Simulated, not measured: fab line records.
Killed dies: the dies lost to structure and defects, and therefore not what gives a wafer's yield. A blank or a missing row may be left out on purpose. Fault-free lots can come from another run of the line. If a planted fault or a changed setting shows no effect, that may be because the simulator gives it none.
fab line records	flow nandHarc
record lots=12	wafers=36	lastDay=34
route steps=1302 shown A_CONTACT@1080 END@1302
lots that met no fault: taken from a fault-free run of the same line
startH: start of the lot's first displayed wafer, in hours after the record's first day	waitH: time in hours since the lot's previous step	" repeats the value in the row above	L1.1+2: one row covering several wafers at once	- value missing, or start not given	* or withheld: withheld	< > ~ a bound
route shown NAME@n: a module of which the file shows steps, and the number in the route of the first	usual: mean/standard deviation taken from wafers without a fault	same: alike in all rows	chamber/n: place in a boat	sites: the reading at each site	_std_site: the standard deviation of these	_edge_site: inner sites' mean taken away from outer sites' mean	radiusMm: for every site, how far away it sits from the centre of the wafer	mask NAME#n: copy n	behind: the most recent tool/chamber to have shaped the wafer	hold: the reason the lot was held/the length of the hold in hours/how it ended	device: whichever transistor did not switch (one of n, p or np)	end of line: tests run on the same wafers once the route is complete	step lacking rows: just its recipe	killed: the dies lost at the first sort to structure and to defects; this is not the yield of the wafer	map: a wafer's dies, x killed, . not, _ none there
set.NAME: the setting as run; set.NAME@STEP: as run at that earlier step	model.NAME: the simulator's own value behind a step, which no gauge read
one table for each step of the route and one row for each wafer, over a sample of lots
services: from which hour (startH, from the record's first day; less than 0 if before it) a tool's chamber was out of use, for how many hours, and why
## steps
# step NHARC_A_CONTACT_INSPECT_10
# usual rawDefectCount=91/30
lot.wafer	tool	chamber	startH	waitH	rawDefectCount
L982.2	defectInspect-02	-	533.60	0.0	105
L982.4	"	-	"	"	106
L982.6	"	-	"	"	95
L983.2	defectInspect-01	-	546.08	0.0	93
L983.3	"	-	"	"	109
L983.6	"	-	"	"	100
L985.3	defectInspect-02	-	572.61	0.0	121
L985.4	"	-	"	"	109
L985.6	"	-	"	"	101
L987.2	defectInspect-02	-	595.35	0.0	91
L987.5	"	-	"	"	81
L987.6	"	-	"	"	89
L986.1	defectInspect-02	-	596.57	0.0	87
L986.5	"	-	"	"	88
L986.6	"	-	"	"	78
L990.2	defectInspect-01	-	618.29	0.0	92
L990.3	"	-	"	"	101
L990.5	"	-	"	"	79
L989.4	defectInspect-02	-	618.66	0.0	63
L989.5	"	-	"	"	64
L989.6	"	-	"	"	70
L995.1	defectInspect-02	-	670.15	0.0	62
L995.2	"	-	"	"	80
L995.6	"	-	"	"	57
L994.2	defectInspect-02	-	671.71	0.0	81
L994.3	"	-	"	"	69
L994.6	"	-	"	"	81
L100.1	defectInspect-02	-	736.57	0.0	60
L100.2	"	-	"	"	61
L100.5	"	-	"	"	76
L102.2	defectInspect-01	-	743.41	0.0	96
L102.5	"	-	"	"	92
L102.6	"	-	"	"	111
L101.1	defectInspect-01	-	752.95	0.0	132
L101.3	"	-	"	"	115
L101.4	"	-	"	"	129
# step NHARC_A_CONTACT_ETCH_136
# recipe sourceW=withheld	pressureMtorr=20	biasV=1200	timeS=311	targetDepthA=19120	arFlowSccm=withheld	c4f8FlowSccm=withheld	o2FlowSccm=withheld	chemistry=C4F8/O2/Ar
# usual chamberPressureMTorr=19.999/0.019	oesAirLineAu=1.000/0.021
lot.wafer	tool	chamber	startH	waitH	chamberPressureMTorr	oesAirLineAu	rfHoursCounterH
L982.2	harCapEtch-01	1	535.60	0.2	19.991	1.005	4
L982.4	"	1	"	"	19.995	1.013	-
L982.6	"	1	"	"	19.949	1.018	-
L983.2	harCapEtch-03	1	547.73	0.2	20.015	0.938	50
L983.3	"	1	"	"	19.979	0.957	-
L983.6	"	0	"	"	20.008	0.989	-
L985.4	harCapEtch-01	0	574.36	0.2	19.986	1.032	-
L985.3	"	1	"	"	19.988	1.022	-
L985.6	"	0	"	"	19.998	1.027	-
L987.2	harCapEtch-03	1	597.29	0.2	19.966	1.014	60
L987.5	"	1	"	"	19.983	0.992	-
L987.6	"	0	"	"	20.032	1.021	-
L986.1	harCapEtch-01	1	598.28	0.2	20.000	1.030	16
L986.5	"	0	"	"	20.018	0.999	-
L986.6	"	1	"	"	20.003	1.000	-
L990.2	harCapEtch-02	1	620.17	0.3	19.983	1.025	107
L990.3	"	0	"	"	19.997	0.987	-
L990.5	"	1	"	"	19.990	1.013	-
L989.4	harCapEtch-01	1	620.89	0.2	20.006	1.016	-
L989.6	"	1	"	"	19.994	1.006	-
L989.5	"	0	"	"	19.979	0.964	-
L995.1	harCapEtch-02	1	671.82	0.2	20.034	1.002	113
L995.2	"	0	"	"	19.971	0.975	113
L995.6	"	1	"	"	20.019	1.028	-
L994.2	harCapEtch-03	0	673.45	0.2	20.019	0.980	72
L994.3	"	0	"	"	20.009	0.960	-
L994.6	"	1	"	"	19.945	1.020	-
L100.2	harCapEtch-02	0	738.23	0.2	19.980	0.983	126
L100.1	"	1	"	"	20.007	0.994	126
L100.5	"	1	"	"	20.034	1.010	-
L102.2	harCapEtch-02	1	745.32	0.2	19.973	1.018	127
L102.6	"	0	"	"	19.995	0.992	-
L102.5	"	1	"	"	20.041	0.987	-
L101.1	harCapEtch-01	1	754.60	0.2	19.976	1.021	42
L101.3	"	1	"	"	19.990	1.021	-
L101.4	"	0	"	"	20.014	0.996	-
# step NHARC_A_CONTACT_ETCH_92
# recipe targetDepthA=400	overEtchFrac=0.5	timeS=85.7	ionEnergyEv=120	ch3fFlowSccm=50	o2FlowSccm=30	arFlowSccm=200	rfW=500	biasW=100	chemistry=CH3F/O2
# usual biasW=100.0/0.34	ch3fFlowSccm=49.99/0.15	drypumpMotorCurrentA=5.5/0.42	oesProductAu=0.935/0.022	rfVppV=244.7/1.7	showerheadPlenumPTorr=2.49/0.11	throttleValvePct=20.663/0.0089
lot.wafer	tool	chamber	startH	waitH	biasW	ch3fFlowSccm	drypumpMotorCurrentA	oesProductAu	rfHoursCounterH	rfVppV	showerheadPlenumPTorr	throttleValvePct
L982.2	rieDiel-02	0	536.97	0.5	99.8	49.80	5.7	0.934	21	245.5	2.54	20.671
L982.6	"	1	"	"	99.8	49.87	5.0	0.944	-	245.8	2.53	20.666
L982.4	"	3	"	"	100.0	49.84	6.1	0.919	-	244.6	2.55	20.669
L983.2	rieDiel-02	3	549.12	0.5	100.4	49.95	6.1	0.937	25	245.0	2.55	20.667
L983.3	"	1	"	"	100.6	50.06	5.0	0.958	27	245.4	2.53	20.656
L983.6	"	0	"	"	100.1	50.08	5.7	0.938	-	244.7	2.54	20.672
L985.3	rieDiel-11	0	575.64	0.4	100.5	50.03	5.7	0.933	37	245.5	2.65	20.676
L985.4	"	1	"	"	100.0	49.91	5.7	0.941	44	243.1	2.35	20.673
L985.6	"	0	"	"	100.3	49.89	5.7	0.928	-	246.4	2.65	20.665
L987.2	rieDiel-02	2	598.68	0.5	100.0	50.06	5.3	0.939	5	241.2	2.28	20.668
L987.5	"	1	"	"	100.1	50.16	5.0	0.949	-	244.1	2.53	20.663
L987.6	"	2	"	"	99.6	50.02	5.3	0.934	-	241.1	2.28	20.651
L986.1	rieDiel-02	0	599.64	0.5	99.9	49.99	5.7	0.919	5	244.8	2.54	20.660
L986.5	"	1	"	"	99.9	50.02	5.0	0.939	-	247.2	2.53	20.672
L986.6	"	2	"	"	100.0	49.87	5.3	0.927	-	242.3	2.28	20.654
L990.3	rieDiel-02	3	621.91	0.5	100.4	50.01	6.1	0.916	7	246.1	2.55	20.669
L990.2	"	0	"	"	99.8	50.01	5.7	0.937	10	244.3	2.54	20.657
L990.5	"	1	"	"	100.1	49.85	5.0	0.933	-	247.3	2.53	20.673
L989.4	rieDiel-02	1	622.17	0.4	99.8	49.83	5.0	1.015	10	246.0	2.53	20.659
L989.5	"	1	"	"	99.8	50.08	5.0	1.023	-	244.7	2.53	20.662
L989.6	"	2	"	"	100.5	49.68	5.3	1.001	-	242.3	2.28	20.671
L995.2	rieDiel-04	1	673.21	0.5	-	-	-	-	-	-	-	-
L995.1	"	2	"	"	-	-	-	-	-	-	-	-
L995.6	"	0	"	"	-	-	-	-	-	-	-	-
L994.2	rieDiel-04	1	674.82	0.5	-	-	-	-	-	-	-	-
L994.3	"	0	"	"	-	-	-	-	-	-	-	-
L994.6	"	2	"	"	-	-	-	-	-	-	-	-
L100.2	rieDiel-02	0	739.63	0.5	99.3	50.06	5.7	0.938	29	246.1	2.53	20.669
L100.1	"	1	"	"	100.7	50.27	5.0	0.928	28	245.3	2.52	20.641
L100.5	"	3	"	"	99.6	49.94	6.1	0.914	-	244.8	2.54	20.656
L102.2	rieDiel-04	0	746.70	0.5	100.5	50.03	6.2	0.933	7	244.8	2.45	20.668
L102.5	"	1	"	"	101.0	49.75	5.0	0.942	-	244.1	2.50	20.670
L102.6	"	2	"	"	100.1	50.17	5.3	0.910	-	247.2	2.64	20.649
L101.3	rieDiel-04	2	755.97	0.4	100.5	49.87	5.3	0.912	9	247.0	2.64	20.663
L101.1	"	3	"	"	100.0	50.19	5.2	0.925	10	241.0	2.28	20.676
L101.4	"	1	"	"	100.0	49.90	5.0	0.938	8	245.3	2.50	20.659
# step NHARC_A_CONTACT_STRIP_26
# recipe o2FlowSccm=500	arFlowSccm=0	biasW=0	chemistry=O2
# usual drypumpMotorCurrentA=5.5/0.38	oesProductAu=1.001/0.0096	rfVppV=57.8/0.87	showerheadPlenumPTorr=3.57/0.16	throttleValvePct=17.037/0.01
lot.wafer	tool	chamber	startH	waitH	drypumpMotorCurrentA	oesProductAu	rfHoursCounterH	rfVppV	showerheadPlenumPTorr	throttleValvePct
L982.2	rieDiel-02	0	-	-	5.7	0.990	21	57.5	3.64	17.037
L982.4	"	1	"	"	5.0	1.009	-	57.7	3.63	17.021
L982.6	"	3	"	"	6.1	0.983	-	59.3	3.66	17.034
L983.2	rieDiel-02	1	-	-	5.0	1.021	27	56.8	3.63	17.028
L983.3	"	2	"	"	5.3	0.991	26	57.1	3.29	17.040
L983.6	"	0	"	"	5.7	0.990	-	57.3	3.64	17.033
L985.4	rieDiel-11	3	-	-	5.2	0.994	51	56.6	3.72	17.029
L985.3	"	0	"	"	5.7	0.982	37	58.6	3.79	17.035
L985.6	"	2	"	"	5.8	0.996	-	58.3	3.69	17.038
L987.2	rieDiel-02	1	-	-	5.0	1.021	6	58.1	3.62	17.031
L987.6	"	1	"	"	5.0	1.021	-	57.5	3.63	17.050
L987.5	"	2	"	"	5.3	1.006	-	56.8	3.29	17.022
L986.1	rieDiel-02	3	-	-	6.1	0.994	2	58.0	3.65	17.054
L986.6	"	0	"	"	5.7	1.002	-	57.8	3.64	17.039
L986.5	"	1	"	"	5.0	1.020	-	57.6	3.63	17.041
L990.3	rieDiel-02	1	-	-	5.0	1.007	11	57.9	3.62	17.038
L990.2	"	3	"	"	6.1	0.993	8	57.7	3.65	17.044
L990.5	"	2	"	"	5.3	0.999	-	57.2	3.28	17.030
L989.4	rieDiel-11	0	-	-	5.7	1.001	0	58.1	3.78	17.041
L989.6	"	0	"	"	5.7	1.012	-	56.8	3.78	17.030
L989.5	"	1	"	"	5.7	1.003	-	58.6	3.37	17.028
L995.1	rieDiel-11	3	-	-	5.2	0.987	17	57.3	3.70	17.041
L995.2	"	0	"	"	5.7	1.002	18	58.6	3.77	17.030
L995.6	"	2	"	"	5.8	1.004	-	58.4	3.67	17.042
L994.2	rieDiel-02	2	-	-	5.3	1.005	20	57.0	3.28	17.046
L994.3	"	3	"	"	6.1	0.997	17	58.4	3.64	17.031
L994.6	"	1	"	"	5.0	1.005	-	57.8	3.62	17.041
L100.2	rieDiel-02	2	-	-	5.4	1.001	30	58.1	3.27	17.034
L100.1	"	0	"	"	5.7	0.993	29	59.0	3.63	17.024
L100.5	"	1	"	"	5.0	0.995	-	57.9	3.61	17.048
L102.2	rieDiel-11	0	-	-	5.7	1.017	41	58.7	3.76	17.048
L102.5	"	3	"	"	5.2	1.008	-	57.1	3.69	17.035
L102.6	"	0	"	"	5.7	1.000	-	58.5	3.75	17.042
L101.1	rieDiel-11	2	-	-	5.8	1.011	38	56.6	3.66	17.052
L101.3	"	3	"	"	5.2	1.009	44	57.7	3.69	17.036
L101.4	"	0	"	"	5.7	1.015	43	58.1	3.75	17.021
# step NHARC_END_SORT_01
# recipe tempC=25
# usual killedAtArray=52/17	killedAtOther=0.9/1.2	killedAtPeriphery=3.9/2.7	killedDies=57/16	killedOpen=3.3/1.9	killedShort=2.5/1.5
# same grossDies=677
lot.wafer	tool	chamber	startH	waitH	killedAtArray	killedAtOther	killedAtPeriphery	killedDies	killedOpen	killedShort
L982.2	prober-02	0	585.98	2.8	58	1	2	61	3	2
L982.4	prober-02	0	587.57	3.4	52	1	2	55	5	3
L982.6	prober-02	0	589.16	4.0	50	1	8	59	3	5
L983.2	prober-01	0	598.20	2.8	50	0	0	50	2	1
L983.3	prober-01	0	599.00	3.1	66	0	5	71	4	6
L983.6	prober-01	0	601.39	4.0	68	2	1	71	2	4
L985.3	prober-02	0	623.84	3.1	76	0	3	79	1	3
L985.4	prober-02	0	624.64	3.4	71	0	1	72	2	1
L985.6	prober-02	0	626.24	4.0	71	0	1	72	3	6
L986.1	prober-01	0	647.09	2.5	49	0	2	51	5	1
L986.5	prober-01	0	650.31	3.7	61	1	2	64	5	5
L986.6	prober-01	0	651.12	4.0	58	1	5	64	3	3
L987.2	prober-02	0	647.85	2.8	40	0	1	41	1	2
L987.5	prober-02	0	650.24	3.7	27	0	3	30	2	3
L987.6	prober-02	0	651.03	4.0	44	1	2	47	2	3
L990.2	prober-01	0	670.54	2.8	51	0	3	54	4	4
L990.3	prober-01	0	671.34	3.1	67	0	1	68	2	0
L990.5	prober-01	0	672.92	3.7	50	2	6	58	4	3
L989.4	prober-02	0	672.18	3.4	42	1	7	50	3	2
L989.5	prober-02	0	672.97	3.7	43	0	7	50	2	1
L989.6	prober-02	0	673.76	4.0	34	0	4	38	4	2
L995.1	prober-01	0	720.71	2.5	671	2	4	677	3	5
L995.2	prober-01	0	721.50	2.8	670	1	6	677	6	2
L995.6	prober-01	0	724.70	4.0	674	0	3	677	3	0
L994.2	prober-02	0	721.63	2.8	674	1	2	677	3	2
L994.3	prober-02	0	722.44	3.2	668	0	9	677	4	0
L994.6	prober-02	0	724.87	4.1	673	1	3	677	5	2
L100.1	prober-02	0	789.69	2.5	24	0	5	29	2	2
L100.2	prober-02	0	790.49	2.8	45	0	1	46	2	3
L100.5	prober-02	0	792.88	3.7	37	0	4	41	7	2
L102.2	prober-01	0	806.79	2.8	73	0	3	76	3	7
L102.5	prober-01	0	809.16	3.7	65	0	0	65	2	4
L102.6	prober-01	0	809.95	4.0	65	0	3	68	5	3
L101.1	prober-01	0	813.76	2.5	53	0	2	55	3	3
L101.3	prober-01	0	815.39	3.1	49	0	3	52	3	4
L101.4	prober-01	0	816.21	3.5	46	0	2	48	1	0
# killed by level:class
L982.2 A_CHANNEL_HOLE_D1:chamberFilmFlake=26 A_SLIT:chamberFilmFlake=10 A_CHANNEL_HOLE_D2:chamberFilmFlake=9 A_STAIRCASE:chamberFilmFlake=4 A_CONTACT:chamberFilmFlake=4 P_CONTACT:geometricParticle:open=1 A_ONON_D1:geometricParticle:short=1 A_ONON_D2:geometricParticle:short=1
L982.4 A_CHANNEL_HOLE_D1:chamberFilmFlake=29 A_SLIT:chamberFilmFlake=8 A_CHANNEL_HOLE_D2:chamberFilmFlake=3 A_CONTACT:chamberFilmFlake=3 A_ONON_D1:geometricParticle:open=2 A_CONTACT:geometricParticle:open=2 P_CONTACT:geometricParticle:short=1 A_ONON_D1:geometricParticle:short=1
L982.6 A_CHANNEL_HOLE_D1:chamberFilmFlake=28 A_SLIT:chamberFilmFlake=6 P_STI:chamberFilmFlake=5 A_CONTACT:chamberFilmFlake=4 P_GATE:chamberFilmFlake=3 A_CHANNEL_HOLE_D2:chamberFilmFlake=3 A_BLC:geometricParticle:short=2 A_CHANNEL_HOLE_D1:geometricParticle:open=1
L983.2 A_CHANNEL_HOLE_D2:chamberFilmFlake=32 A_SLIT:chamberFilmFlake=9 A_CHANNEL_FILL_D2:chamberFilmFlake=2 A_DECK1_JOINT:geometricParticle:open=1 A_BLC:geometricParticle:short=1 A_M1:geometricParticle:open=1 A_ZERO_WELL:chamberFilmFlake=1 A_STAIRCASE:chamberFilmFlake=1
L983.3 A_CHANNEL_HOLE_D2:chamberFilmFlake=31 A_SLIT:chamberFilmFlake=28 A_WL_FILL:geometricParticle:short=3 P_M0:geometricParticle:open=2 P_GATE:geometricParticle:short=1 P_M1:geometricParticle:short=1 A_CHANNEL_HOLE_D1:geometricParticle:open=1 A_BLC:geometricParticle:short=1
L983.6 A_SLIT:chamberFilmFlake=31 A_CHANNEL_HOLE_D2:chamberFilmFlake=27 STARTING-WAFER:geometricParticle:short=2 A_CHANNEL_HOLE_D1:chamberFilmFlake=2 A_CONTACT:chamberFilmFlake=2 P_M0:geometricParticle:short=1 A_DECK1_JOINT:geometricParticle:open=1 A_DECK1_JOINT:geometricParticle:short=1
L985.3 A_CHANNEL_HOLE_D2:chamberFilmFlake=33 A_CHANNEL_HOLE_D1:chamberFilmFlake=30 A_CONTACT:chamberFilmFlake=4 P_CONTACT:chamberFilmFlake=2 A_SGD_CUT:chamberFilmFlake=2 A_ONON_D1:geometricParticle:short=1 A_CHANNEL_HOLE_D1:geometricParticle:short=1 A_CHANNEL_FILL_D1:geometricParticle:short=1
L985.4 A_CHANNEL_HOLE_D2:chamberFilmFlake=31 A_CHANNEL_HOLE_D1:chamberFilmFlake=29 A_CONTACT:chamberFilmFlake=5 A_SGD_CUT:chamberFilmFlake=3 P_GATE:geometricParticle:short=1 A_CHANNEL_FILL_D1:geometricParticle:open=1 A_DECK1_JOINT:geometricParticle:open=1 A_STAIRCASE:chamberFilmFlake=1
L985.6 A_CHANNEL_HOLE_D1:chamberFilmFlake=30 A_CHANNEL_HOLE_D2:chamberFilmFlake=28 A_CHANNEL_FILL_D1:geometricParticle:short=3 A_SGD_CUT:chamberFilmFlake=3 A_DECK1_JOINT:geometricParticle:short=2 A_ONON_D1:geometricParticle:open=1 A_ONON_D2:geometricParticle:open=1 A_CHANNEL_HOLE_D2:geometricParticle:short=1
L986.1 A_CHANNEL_HOLE_D1:chamberFilmFlake=28 A_STAIRCASE:chamberFilmFlake=6 A_CHANNEL_HOLE_D2:chamberFilmFlake=4 P_STI:chamberFilmFlake=2 A_CHANNEL_FILL_D2:chamberFilmFlake=2 A_CONTACT:chamberFilmFlake=2 A_CHANNEL_HOLE_D1:geometricParticle:open=1 A_CHANNEL_HOLE_D2:geometricParticle:open=1
L987.2 A_CHANNEL_HOLE_D2:chamberFilmFlake=13 A_SLIT:chamberFilmFlake=10 A_CONTACT:chamberFilmFlake=9 A_CHANNEL_HOLE_D1:chamberFilmFlake=3 P_M0:geometricParticle:open=1 A_ONON_D2:geometricParticle:short=1 A_CHANNEL_FILL_D2:geometricParticle:short=1 A_CHANNEL_FILL_D1:chamberFilmFlake=1
L987.5 A_SLIT:chamberFilmFlake=10 A_CHANNEL_HOLE_D2:chamberFilmFlake=5 A_CONTACT:chamberFilmFlake=4 A_DECK1_JOINT:chamberFilmFlake=2 P_M0:geometricParticle:open=1 P_M0:geometricParticle:short=1 A_ONON_D1:geometricParticle:open=1 A_CHANNEL_FILL_D1:geometricParticle:short=1
L986.5 A_CHANNEL_HOLE_D1:chamberFilmFlake=35 A_CHANNEL_HOLE_D2:chamberFilmFlake=7 A_CONTACT:chamberFilmFlake=4 A_CHANNEL_FILL_D2:chamberFilmFlake=3 P_M0:geometricParticle:open=2 A_CHANNEL_FILL_D2:geometricParticle:short=2 A_STAIRCASE:chamberFilmFlake=2 A_ONON_D1:geometricParticle:short=1
L987.6 A_SLIT:chamberFilmFlake=23 A_CHANNEL_HOLE_D2:chamberFilmFlake=6 A_CONTACT:chamberFilmFlake=5 A_CHANNEL_HOLE_D1:chamberFilmFlake=3 A_STAIRCASE:chamberFilmFlake=2 A_DECK1_JOINT:geometricParticle:short=1 A_CHANNEL_FILL_D2:geometricParticle:open=1 A_SLIT:geometricParticle:short=1
L986.6 A_CHANNEL_HOLE_D1:chamberFilmFlake=32 A_CHANNEL_HOLE_D2:chamberFilmFlake=11 A_CONTACT:chamberFilmFlake=5 A_CHANNEL_FILL_D1:chamberFilmFlake=2 A_CHANNEL_FILL_D2:chamberFilmFlake=2 A_STAIRCASE:chamberFilmFlake=2 P_CONTACT:geometricParticle:short=1 P_CONTACT:geometricParticle:open=1
L990.2 A_CHANNEL_HOLE_D1:chamberFilmFlake=33 A_CHANNEL_HOLE_D2:chamberFilmFlake=7 A_CHANNEL_FILL_D2:geometricParticle:open=2 A_CONTACT:chamberFilmFlake=2 P_GATE:geometricParticle:short=1 A_CHANNEL_HOLE_D1:geometricParticle:short=1 A_CHANNEL_FILL_D1:geometricParticle:open=1 A_CHANNEL_FILL_D1:geometricParticle:short=1
L990.3 A_CHANNEL_HOLE_D1:chamberFilmFlake=37 A_CHANNEL_HOLE_D2:chamberFilmFlake=18 A_STAIRCASE:chamberFilmFlake=3 A_M1:chamberFilmFlake=3 A_ONON_D1:geometricParticle:open=1 A_CHANNEL_HOLE_D2:geometricParticle:open=1 P_GATE:chamberFilmFlake=1 A_DECK1_JOINT:chamberFilmFlake=1
L989.4 A_SLIT:chamberFilmFlake=25 A_CHANNEL_HOLE_D1:chamberFilmFlake=4 A_M1:chamberFilmFlake=4 P_GATE:chamberFilmFlake=3 P_STI:chamberFilmFlake=2 A_STAIRCASE:chamberFilmFlake=2 P_GATE:geometricParticle:open=1 P_M0:geometricParticle:short=1
L990.5 A_CHANNEL_HOLE_D1:chamberFilmFlake=26 A_CHANNEL_HOLE_D2:chamberFilmFlake=7 A_M1:chamberFilmFlake=5 P_BONDPAD:chamberFilmFlake=4 P_ZERO_WELL:chamberFilmFlake=2 A_WL_FILL:chamberFilmFlake=2 A_CHANNEL_FILL_D1:geometricParticle:short=1 A_SGD_CUT:geometricParticle:open=1
L989.5 A_SLIT:chamberFilmFlake=32 A_CONTACT:chamberFilmFlake=4 P_STI:chamberFilmFlake=3 A_CHANNEL_HOLE_D1:chamberFilmFlake=3 P_ZERO_WELL:chamberFilmFlake=2 P_GATE:chamberFilmFlake=2 A_ONON_D1:geometricParticle:short=1 A_ONON_D1:geometricParticle:open=1
L989.6 A_SLIT:chamberFilmFlake=12 A_CONTACT:chamberFilmFlake=7 A_CHANNEL_HOLE_D1:chamberFilmFlake=5 A_CHANNEL_FILL_D1:chamberFilmFlake=3 P_GATE:geometricParticle:open=1 A_ONON_D1:geometricParticle:short=1 A_DECK1_JOINT:geometricParticle:open=1 A_ONON_D2:geometricParticle:open=1
L995.1 A_CONTACT:areaEtch=629 A_STAIRCASE:chamberFilmFlake=9 A_CHANNEL_HOLE_D2:chamberFilmFlake=8 A_CHANNEL_HOLE_D1:chamberFilmFlake=5 A_CONTACT:chamberFilmFlake=5 A_SLIT:chamberFilmFlake=4 A_BONDPAD:chamberFilmFlake=3 A_CHANNEL_FILL_D1:geometricParticle:open=2
L995.2 A_CONTACT:areaEtch=616 A_CHANNEL_HOLE_D2:chamberFilmFlake=23 A_STAIRCASE:chamberFilmFlake=7 A_CHANNEL_HOLE_D1:chamberFilmFlake=4 A_SLIT:chamberFilmFlake=4 A_CONTACT:chamberFilmFlake=4 P_GATE:chamberFilmFlake=3 A_ONON_D2:geometricParticle:open=2
L994.2 A_CONTACT:areaEtch=636 A_SLIT:chamberFilmFlake=27 A_STAIRCASE:chamberFilmFlake=3 A_CHANNEL_HOLE_D1:chamberFilmFlake=2 P_CONTACT:geometricParticle:short=1 P_M0:geometricParticle:open=1 A_CHANNEL_FILL_D1:geometricParticle:open=1 A_ONON_D2:geometricParticle:short=1
L994.3 A_CONTACT:areaEtch=619 A_SLIT:chamberFilmFlake=27 A_STAIRCASE:chamberFilmFlake=8 P_BONDPAD:chamberFilmFlake=7 A_CHANNEL_HOLE_D1:chamberFilmFlake=4 A_CONTACT:chamberFilmFlake=3 P_ZERO_WELL:chamberFilmFlake=2 A_BONDPAD:chamberFilmFlake=2
L995.6 A_CONTACT:areaEtch=635 A_SLIT:chamberFilmFlake=8 A_CONTACT:chamberFilmFlake=7 A_CHANNEL_HOLE_D2:chamberFilmFlake=6 A_STAIRCASE:chamberFilmFlake=6 A_SGD_CUT:chamberFilmFlake=3 A_CHANNEL_HOLE_D1:chamberFilmFlake=2 A_WL_FILL:chamberFilmFlake=2
L994.6 A_CONTACT:areaEtch=642 A_SLIT:chamberFilmFlake=12 A_STAIRCASE:chamberFilmFlake=6 P_BONDPAD:chamberFilmFlake=3 A_CONTACT:chamberFilmFlake=3 A_ONON_D2:geometricParticle:open=2 A_ZERO_WELL:chamberFilmFlake=2 A_ONON_D1:geometricParticle:short=1
L100.1 A_SLIT:chamberFilmFlake=13 A_STAIRCASE:chamberFilmFlake=4 P_GATE:chamberFilmFlake=2 A_CONTACT:chamberFilmFlake=2 P_M0:geometricParticle:open=1 A_ONON_D2:geometricParticle:short=1 A_SGD_CUT:geometricParticle:short=1 A_M0:chamberFilmFlake=1
L100.2 A_SLIT:chamberFilmFlake=30 A_CONTACT:chamberFilmFlake=3 A_CHANNEL_HOLE_D2:chamberFilmFlake=2 A_STAIRCASE:chamberFilmFlake=2 A_SOURCE_PLATE:geometricParticle:short=1 A_CHANNEL_FILL_D2:geometricParticle:open=1 A_WL_FILL:geometricParticle:short=1 A_CONTACT:geometricParticle:open=1
L100.5 A_SLIT:chamberFilmFlake=13 A_STAIRCASE:chamberFilmFlake=4 A_M0:chamberFilmFlake=4 A_CHANNEL_HOLE_D1:unspecified=3 A_CONTACT:chamberFilmFlake=3 A_WL_FILL:geometricParticle:open=2 A_CHANNEL_HOLE_D1:chamberFilmFlake=2 P_GATE:geometricParticle:open=1
L102.2 A_CHANNEL_HOLE_D2:chamberFilmFlake=26 A_SLIT:chamberFilmFlake=12 A_CHANNEL_HOLE_D1:chamberFilmFlake=10 A_CONTACT:chamberFilmFlake=6 A_SGD_CUT:chamberFilmFlake=6 A_STAIRCASE:chamberFilmFlake=3 A_CHANNEL_FILL_D1:geometricParticle:short=2 A_CHANNEL_FILL_D2:geometricParticle:short=2
L102.5 A_CHANNEL_HOLE_D2:chamberFilmFlake=27 A_CHANNEL_HOLE_D1:chamberFilmFlake=11 A_CONTACT:chamberFilmFlake=10 A_SLIT:chamberFilmFlake=6 A_SGD_CUT:chamberFilmFlake=3 A_WL_FILL:geometricParticle:short=2 A_DECK1_JOINT:geometricParticle:open=1 A_ONON_D2:geometricParticle:short=1
L102.6 A_CHANNEL_HOLE_D1:chamberFilmFlake=20 A_SLIT:chamberFilmFlake=12 A_CHANNEL_HOLE_D2:chamberFilmFlake=11 A_CONTACT:chamberFilmFlake=9 A_STAIRCASE:chamberFilmFlake=3 P_M0:geometricParticle:short=1 P_M2:geometricParticle:short=1 A_ONON_D1:geometricParticle:open=1
L101.1 A_CHANNEL_HOLE_D2:chamberFilmFlake=21 A_CHANNEL_HOLE_D1:chamberFilmFlake=9 A_SLIT:chamberFilmFlake=9 A_CONTACT:chamberFilmFlake=4 A_CHANNEL_FILL_D2:geometricParticle:open=2 A_STAIRCASE:chamberFilmFlake=2 P_STI:geometricParticle:short=1 P_M2:geometricParticle:open=1
L101.3 A_SLIT:chamberFilmFlake=19 A_CHANNEL_HOLE_D1:chamberFilmFlake=10 A_CHANNEL_HOLE_D2:chamberFilmFlake=8 A_STAIRCASE:chamberFilmFlake=3 A_CONTACT:chamberFilmFlake=3 P_GATE:geometricParticle:short=1 P_M2:geometricParticle:short=1 A_CHANNEL_FILL_D1:geometricParticle:short=1
L101.4 A_CHANNEL_HOLE_D2:chamberFilmFlake=25 A_SLIT:chamberFilmFlake=13 A_CHANNEL_HOLE_D1:chamberFilmFlake=3 P_GATE:chamberFilmFlake=2 A_CONTACT:chamberFilmFlake=2 A_STAIRCASE:chamberFilmFlake=2 A_ONON_D2:geometricParticle:open=1
## services
tool	chamber	startH	hours	kind
rieDiel-02	0	525.49	-	clean
rieDiel-02	1	525.49	-	clean
rieDiel-02	2	525.49	-	clean
rieDiel-02	3	525.49	-	clean
rieDiel-04	-	534.05	9.0	pm
rieDiel-02	0	549.99	-	clean
rieDiel-02	1	549.99	-	clean
rieDiel-02	2	549.99	-	clean
rieDiel-02	3	549.99	-	clean
rieDiel-02	3	551.85	5.3	repair
rieDiel-11	1	555.45	7.7	repair
rieDiel-02	-	557.88	4.4	repair
rieDiel-11	0	560.67	3.8	repair
rieDiel-02	-	570.94	9.0	pm
rieDiel-02	0	570.94	9.0	ventCycle
rieDiel-02	1	570.94	9.0	ventCycle
rieDiel-04	2	576.56	16.1	repair
rieDiel-04	3	579.03	10.9	repair
rieDiel-11	-	613.41	9.0	pm
harCapEtch-03	-	636.97	0.3	repair
rieDiel-04	-	711.43	9.0	pm
rieDiel-11	2	741.46	9.6	repair
rieDiel-02	-	747.94	9.0	pm
harCapEtch-02	-	754.84	17.0	pm
## key
firstSign step=NHARC_A_CONTACT_ETCH_92	reading=toolRecord	direction=missing
effect step=NHARC_END_SORT_01	reading=killedDies	direction=up	sigmas=38	usual=57	struck=677
moreKillsBornAt NHARC_A_CONTACT_ETCH_92@rieDiel-04=3777
metAt NHARC_A_CONTACT_ETCH_92
struckLots L994,L995
laterRowsLeftOut L994.2,L994.3,L994.6,L995.1,L995.2,L995.6
testerLeftOut L994,L995
notActingAt NHARC_A_CONTACT_INSPECT_10,NHARC_A_CONTACT_ETCH_136,NHARC_A_CONTACT_STRIP_26
fault kind=skippedStepWhole	tool=rieDiel-04	chamber=-	onsetH=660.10	steps=NHARC_A_CONTACT_ETCH_92	scope=struckLotsOnly
# testerLeftOut: of these lots the tester's yield and bins aren't shown, on N5 and GAA mostly nor the transistor test; their killed dies are dies lost to structure and defects alone, not to doping, threshold or leakage, so they don't give the yield
# laterRowsLeftOut: the simulator's readings of these wafers behind a module that went badly wrong aren't trusted and aren't shown, but for the sort
